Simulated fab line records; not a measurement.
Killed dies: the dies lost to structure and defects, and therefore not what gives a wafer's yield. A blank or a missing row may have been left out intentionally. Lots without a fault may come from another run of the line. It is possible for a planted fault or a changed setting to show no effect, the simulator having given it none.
Matching of chambers + flow nand-harc + NHARC_A_CHANNEL_FILL_D2_STRIP_28 on rie-diel-06: 4 sister chambers
The step strips in O2, time 20 s. 27 wafers are shown with their chamber, then 12 later ones without.

EACH WAFER AND ITS CHAMBER
| wafer  | chamber | showerhead-plenum-p-Torr (Torr) | drypump-motor-current-A (A) | rf-vpp-V (V) |
|--------|---------|---------------------------------|-----------------------------|--------------|
| L074.3 | 0       | 3.42                            | 5.4                         | 56.4         |
| L074.4 | 2       | 3.32                            | 6.5                         | 57.4         |
| L074.6 | 2       | 3.32                            | 6.5                         | 57.3         |
| L077.1 | 1       | 3.45                            | 6.6                         | 56.6         |
| L077.3 | 3       | 3.60                            | 6.6                         | 58.0         |
| L077.5 | 1       | 3.45                            | 6.6                         | 57.8         |
| L078.2 | 1       | 3.45                            | 6.6                         | 57.4         |
| L078.3 | 2       | 3.32                            | 6.5                         | 56.3         |
| L078.4 | 3       | 3.60                            | 6.6                         | 57.9         |
| L079.1 | 0       | 3.42                            | 5.4                         | 56.8         |
| L079.4 | 3       | 3.60                            | 6.6                         | 59.1         |
| L079.5 | 3       | 3.60                            | 6.6                         | 58.3         |
| L080.3 | 3       | 3.60                            | 6.6                         | 57.1         |
| L080.4 | 1       | 3.45                            | 6.7                         | 58.1         |
| L080.5 | 0       | 3.42                            | 5.4                         | 57.4         |
| L082.1 | 0       | 3.42                            | 5.4                         | 56.6         |
| L082.2 | 1       | 3.45                            | 6.6                         | 57.7         |
| L082.6 | 0       | 3.42                            | 5.4                         | 57.2         |
| L083.1 | 2       | 3.32                            | 6.5                         | 57.3         |
| L083.2 | 0       | 3.42                            | 5.4                         | 57.8         |
| L083.6 | 0       | 3.42                            | 5.4                         | 57.6         |
| L085.1 | 3       | 3.60                            | 6.6                         | 59.7         |
| L085.2 | 0       | 3.41                            | 5.4                         | 59.1         |
| L085.5 | 1       | 3.44                            | 6.6                         | 56.8         |
| L088.2 | 2       | 3.32                            | 6.5                         | 56.3         |
| L088.4 | 1       | 3.44                            | 6.7                         | 57.4         |
| L088.5 | 2       | 3.32                            | 6.5                         | 57.3         |

SIGNATURES, as means of the wafers listed above
| reading                  | chamber 0 | chamber 1 | chamber 2 | chamber 3 | scatter within a chamber |
|--------------------------|-----------|-----------|-----------|-----------|--------------------------|
| showerhead-plenum-p-Torr | 3.4188    | 3.4471    | 3.3200    | 3.6000    | 0.00316                  |
| drypump-motor-current-A  | 5.400     | 6.629     | 6.500     | 6.600     | 0.0249                   |
| rf-vpp-V                 | 57.362    | 57.400    | 56.983    | 58.350    | 0.738                    |
Rule: for a wafer and a chamber, the distance is found by dividing, reading by reading, the gap between the wafer's reading and the chamber's mean by the reading's scatter, squaring, summing and taking the root. The wafer belongs to the nearest chamber; if the next one is less than 2 further off, it can't be placed. How the scatter is found: for the shown wafers, subtract from each reading the mean of its chamber, square and add these, divide the total by (wafers less chambers), then take the root.

WAFERS MISSING THEIR CHAMBER
| wafer  | showerhead-plenum-p-Torr (Torr) | drypump-motor-current-A (A) | rf-vpp-V (V) |
|--------|---------------------------------|-----------------------------|--------------|
| L090.2 | 3.44                            | 6.6                         | 58.4         |
| L090.3 | 3.60                            | 6.6                         | 57.8         |
| L090.4 | 3.32                            | 6.5                         | 59.0         |
| L091.2 | 3.60                            | 6.6                         | 58.0         |
| L091.4 | 3.44                            | 6.7                         | 58.8         |
| L091.5 | 3.44                            | 6.6                         | 56.4         |
| L092.1 | 3.60                            | 6.6                         | 57.8         |
| L092.3 | 3.31                            | 6.5                         | 57.1         |
| L092.6 | 3.60                            | 6.6                         | 57.4         |
| L093.1 | 3.41                            | 5.4                         | 57.0         |
| L093.4 | 3.31                            | 6.5                         | 57.6         |
| L093.6 | 3.60                            | 6.6                         | 57.3         |

CHAMBER TAKEN BY EACH
| wafer  | from the rows above | in truth |
|--------|---------------------|----------|
| L090.2 | 1                   | 1        |
| L090.3 | 3                   | 3        |
| L090.4 | 2                   | 2        |
| L091.2 | 3                   | 3        |
| L091.4 | 1                   | 1        |
| L091.5 | 1                   | 1        |
| L092.1 | 3                   | 3        |
| L092.3 | 2                   | 2        |
| L092.6 | 3                   | 3        |
| L093.1 | 0                   | 0        |
| L093.4 | 2                   | 2        |
| L093.6 | 3                   | 3        |
12 of 12 placed correctly. From these rows, 0 cannot be placed. Placed wrongly: 0.
